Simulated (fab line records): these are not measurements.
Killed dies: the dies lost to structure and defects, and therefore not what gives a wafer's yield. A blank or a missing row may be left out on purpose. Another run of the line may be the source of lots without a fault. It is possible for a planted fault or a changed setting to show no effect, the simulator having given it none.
Chamber matching + flow n5-finfet + N5_BEOL_M1_PRE_CLEAN_60 on cvd-co-01 has 3 sister chambers
The step time 15 s. 6 wafers are shown with their chamber, then 12 later ones without.

WAFERS, EACH WITH ITS CHAMBER
| wafer  | chamber | heater-power-w (W) |
|--------|---------|--------------------|
| L089.3 | 1       | 55                 |
| L091.1 | 2       | 50                 |
| L091.5 | 1       | 54                 |
| L092.3 | 2       | 52                 |
| L092.4 | 0       | 84                 |
| L092.5 | 0       | 85                 |

WAFERS WHOSE CHAMBER IS MISSING
| wafer  | heater-power-w (W) |
|--------|--------------------|
| L093.1 | 54                 |
| L093.2 | 82                 |
| L093.5 | 84                 |
| L095.1 | 84                 |
| L095.3 | 52                 |
| L095.4 | 52                 |
| L096.2 | 52                 |
| L096.3 | 54                 |
| L096.6 | 56                 |
| L097.3 | 52                 |
| L097.5 | 53                 |
| L097.6 | 83                 |

EACH ONE'S CHAMBER
| wafer  | from the rows above     | in truth |
|--------|-------------------------|----------|
| L093.1 | 1                       | 1        |
| L093.2 | 0                       | 0        |
| L093.5 | 0                       | 0        |
| L095.1 | 0                       | 0        |
| L095.3 | can't be placed: 2 or 1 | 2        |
| L095.4 | can't be placed: 2 or 1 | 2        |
| L096.2 | can't be placed: 2 or 1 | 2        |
| L096.3 | 1                       | 1        |
| L096.6 | 1                       | 1        |
| L097.3 | can't be placed: 2 or 1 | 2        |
| L097.5 | can't be placed: 1 or 2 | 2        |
| L097.6 | 0                       | 0        |
7 of 12 placed correctly. Cannot be placed on the basis of these rows: 5; the candidates contain the true chamber in 5. Number placed wrongly: 0.
How it was worked out, from the rows above alone: a wafer's distance from a chamber is the root of the sum, over the readings, of the square of ((its reading less the chamber's mean) divided by the reading's scatter). The wafer belongs to the nearest chamber; if the next one is less than 2 further off, it can't be placed. A chamber's mean is the mean of its shown wafers. The scatter: take each reading less its chamber's mean, square it, sum over the shown wafers, divide by the number of wafers less the number of chambers, and take the root.
